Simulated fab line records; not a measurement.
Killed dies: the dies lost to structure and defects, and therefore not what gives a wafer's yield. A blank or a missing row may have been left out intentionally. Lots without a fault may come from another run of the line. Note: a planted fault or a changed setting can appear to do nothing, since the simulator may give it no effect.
Chamber matching | flow nand-harc | 4 sister chambers for NHARC_A_DECK1_JOINT_CMP_02 on cmp-03
The step polishes SiOx. 24 wafers are shown with their chamber, then 12 later ones without.

## WAFERS, EACH WITH ITS CHAMBER
wafer  | chamber | motor-current-A (A)
L074.1 | 1       | 10.3
L074.4 | 3       | 12.0
L074.5 | 1       | 10.7
L074.2 | 2       | 11.1
L074.3 | 0       | 10.3
L074.6 | 2       | 11.2
L076.1 | 0       | 10.0
L076.3 | 3       | 11.7
L076.4 | 1       | 10.5
L078.1 | 2       | 11.3
L078.4 | 0       | 10.3
L078.6 | 3       | 11.9
L084.1 | 1       | 10.2
L084.3 | 0       | 10.4
L084.5 | 1       | 9.9
L085.1 | 2       | 11.3
L085.4 | 3       | 11.7
L085.5 | 2       | 10.8
L085.2 | 0       | 10.4
L085.3 | 1       | 10.5
L085.6 | 3       | 12.1
L086.3 | 0       | 10.6
L086.4 | 3       | 12.2
L086.5 | 2       | 10.8

SIGNATURES, as means of the wafers listed above
reading         | chamber 0 | chamber 1 | chamber 2 | chamber 3 | scatter within a chamber
motor-current-A | 10.333    | 10.350    | 11.083    | 11.933    | 0.231
Rule: a wafer lies at a distance from a chamber equal to the root of the sum of squares, over the readings, of (its reading less the chamber's mean, divided by the reading's scatter). The wafer belongs to the nearest chamber; if the next one is less than 2 further off, it can't be placed. The scatter is the square root of a quotient: the sum, over the shown wafers, of each reading's squared deviation from its chamber's mean, divided by wafers minus chambers.

## WAFERS WITHOUT THEIR CHAMBER
wafer  | motor-current-A (A)
L091.3 | 10.4
L091.4 | 10.2
L091.6 | 10.7
L093.3 | 9.9
L093.5 | 10.4
L093.6 | 10.1
L093.1 | 11.3
L093.2 | 10.5
L093.4 | 10.6
L096.1 | 11.3
L096.2 | 10.7
L096.3 | 10.0

## WHICH CHAMBER EACH ONE RAN IN
wafer  | from the rows above          | in truth
L091.3 | can't be placed: 1 or 0      | 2
L091.4 | can't be placed: 0 or 1      | 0
L091.6 | can't be placed: 1 or 0 or 2 | 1
L093.3 | can't be placed: 0 or 1      | 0
L093.5 | can't be placed: 1 or 0      | 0
L093.6 | can't be placed: 0 or 1      | 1
L093.1 | can't be placed: 2 or 3      | 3
L093.2 | can't be placed: 1 or 0 or 2 | 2
L093.4 | can't be placed: 1 or 0 or 2 | 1
L096.1 | can't be placed: 2 or 3      | 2
L096.2 | can't be placed: 1 or 0 or 2 | 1
L096.3 | can't be placed: 0 or 1      | 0
0 of 12 placed correctly. Cannot be placed on the basis of these rows: 12; the candidates contain the true chamber in 11. Number placed wrongly: 0.
